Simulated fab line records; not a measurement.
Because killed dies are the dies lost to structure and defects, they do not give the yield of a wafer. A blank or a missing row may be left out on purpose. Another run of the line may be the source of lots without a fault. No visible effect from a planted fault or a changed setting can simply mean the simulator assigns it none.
Chamber matching / flow nand harc / NHARC_A_WL_FILL_ALD_00 on ald hk-01: 4 sister chambers
The step deposits Al2O3, target thk 3 nm, pulse time 3 s, ald cycles 30. 16 wafers are shown with their chamber, then 8 later ones without.

## WAFERS, EACH WITH ITS CHAMBER
wafer=L343.2; chamber=1; heater power w (W)=378; precursor pulse height rel=0.936
wafer=L343.3; chamber=0; heater power w (W)=534; precursor pulse height rel=1.017
wafer=L343.4; chamber=2; heater power w (W)=433; precursor pulse height rel=0.985
wafer=L344.1; chamber=1; heater power w (W)=373; precursor pulse height rel=1.002
wafer=L344.3; chamber=2; heater power w (W)=445; precursor pulse height rel=1.015
wafer=L344.4; chamber=0; heater power w (W)=536; precursor pulse height rel=1.011
wafer=L346.1; chamber=3; heater power w (W)=444; precursor pulse height rel=1.006
wafer=L346.3; chamber=0; heater power w (W)=525; precursor pulse height rel=1.024
wafer=L346.5; chamber=0; heater power w (W)=528; precursor pulse height rel=1.020
wafer=L349.2; chamber=3; heater power w (W)=455; precursor pulse height rel=1.012
wafer=L349.5; chamber=3; heater power w (W)=439; precursor pulse height rel=0.961
wafer=L349.6; chamber=0; heater power w (W)=519; precursor pulse height rel=1.003
wafer=L351.1; chamber=3; heater power w (W)=447; precursor pulse height rel=0.977
wafer=L351.2; chamber=0; heater power w (W)=518; precursor pulse height rel=1.000
wafer=L351.6; chamber=2; heater power w (W)=434; precursor pulse height rel=0.962
wafer=L352.3; chamber=1; heater power w (W)=384; precursor pulse height rel=1.010

SIGNATURES (means of the wafers above)
reading=heater power w; chamber 0=526.67; chamber 1=378.33; chamber 2=437.33; chamber 3=446.25; scatter within a chamber=6.85
reading=precursor pulse height rel; chamber 0=1.01250; chamber 1=0.98267; chamber 2=0.98733; chamber 3=0.98900; scatter within a chamber=0.024
Rule: a wafer's distance from a chamber is the root of the sum, over the readings, of the square of ((its reading less the chamber's mean) divided by the reading's scatter). The wafer belongs to the nearest chamber; if the next one is less than 2 further off, it can't be placed. The scatter is the square root of a quotient: the sum, over the shown wafers, of each reading's squared deviation from its chamber's mean, divided by wafers minus chambers.

## WAFERS WITH NO CHAMBER GIVEN
wafer=L352.4; heater power w (W)=535; precursor pulse height rel=0.990
wafer=L352.5; heater power w (W)=445; precursor pulse height rel=1.014
wafer=L355.3; heater power w (W)=505; precursor pulse height rel=1.002
wafer=L355.4; heater power w (W)=440; precursor pulse height rel=1.019
wafer=L355.6; heater power w (W)=435; precursor pulse height rel=0.996
wafer=L364.2; heater power w (W)=438; precursor pulse height rel=0.975
wafer=L364.4; heater power w (W)=442; precursor pulse height rel=1.010
wafer=L364.6; heater power w (W)=450; precursor pulse height rel=0.967

## THE CHAMBER EACH PASSED THROUGH
wafer=L352.4; from the rows above=0; in truth=0
wafer=L352.5; from the rows above=can't be placed: 3 or 2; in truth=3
wafer=L355.3; from the rows above=0; in truth=0
wafer=L355.4; from the rows above=can't be placed: 2 or 3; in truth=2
wafer=L355.6; from the rows above=can't be placed: 2 or 3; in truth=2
wafer=L364.2; from the rows above=can't be placed: 2 or 3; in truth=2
wafer=L364.4; from the rows above=can't be placed: 3 or 2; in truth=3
wafer=L364.6; from the rows above=can't be placed: 3 or 2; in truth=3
2 of 8 placed correctly. Cannot be placed on the basis of these rows: 6; the candidates contain the true chamber in 6. 0 placed wrongly.
